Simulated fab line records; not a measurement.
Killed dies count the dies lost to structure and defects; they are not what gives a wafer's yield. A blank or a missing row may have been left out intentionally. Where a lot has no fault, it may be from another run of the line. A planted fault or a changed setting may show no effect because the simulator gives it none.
Chamber matching -- flow nand harc -- cmp-02 running NHARC_P_CONTACT_CMP_01: 4 sister chambers
The step polishes SiO2, target thk 200 nm. 8 wafers are shown with their chamber, then 12 later ones without.

## EACH WAFER AND ITS CHAMBER
wafer,chamber,motor current A (A),slurry filter dp kPa (kPa)
L084.3,1,13.0,13.64
L084.5,1,12.4,13.46
L084.1,2,10.9,13.62
L084.2,3,12.6,13.70
L084.6,0,11.2,13.52
L087.1,2,10.9,13.45
L087.3,0,11.5,13.61
L087.4,3,12.4,13.26

## WAFERS WITHOUT THEIR CHAMBER
wafer,motor current A (A),slurry filter dp kPa (kPa)
L089.1,13.2,13.72
L089.3,11.8,13.59
L089.4,11.3,13.52
L089.2,10.8,13.47
L089.5,12.9,13.57
L089.6,11.1,13.33
L090.1,11.8,13.68
L090.3,12.5,13.38
L090.4,11.4,13.44
L092.1,11.4,13.61
L092.2,12.2,13.46
L092.5,13.1,13.45

## EACH ONE'S CHAMBER
wafer,from the rows above,in truth
L089.1,can't be placed: 1 or 3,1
L089.3,can't be placed: 0 or 3 or 1 or 2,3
L089.4,can't be placed: 0 or 2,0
L089.2,can't be placed: 2 or 0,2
L089.5,can't be placed: 1 or 3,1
L089.6,can't be placed: 2 or 0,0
L090.1,can't be placed: 0 or 3 or 1 or 2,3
L090.3,can't be placed: 3 or 1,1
L090.4,can't be placed: 0 or 2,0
L092.1,can't be placed: 0 or 2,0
L092.2,can't be placed: 3 or 1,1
L092.5,can't be placed: 1 or 3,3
Correctly placed: 0 of 12. Unplaceable from these rows: 12, with the true chamber sitting among the candidates in 12. Placed wrongly: 0.
How it was worked out, from the rows above alone: a wafer's distance from a chamber is the root of the sum, over the readings, of the square of ((its reading less the chamber's mean) divided by the reading's scatter). The wafer belongs to the nearest chamber; if the next one is less than 2 further off, it can't be placed. The mean given for a chamber averages the wafers shown for that chamber. The scatter is the square root of a quotient: the sum, over the shown wafers, of each reading's squared deviation from its chamber's mean, divided by wafers minus chambers.
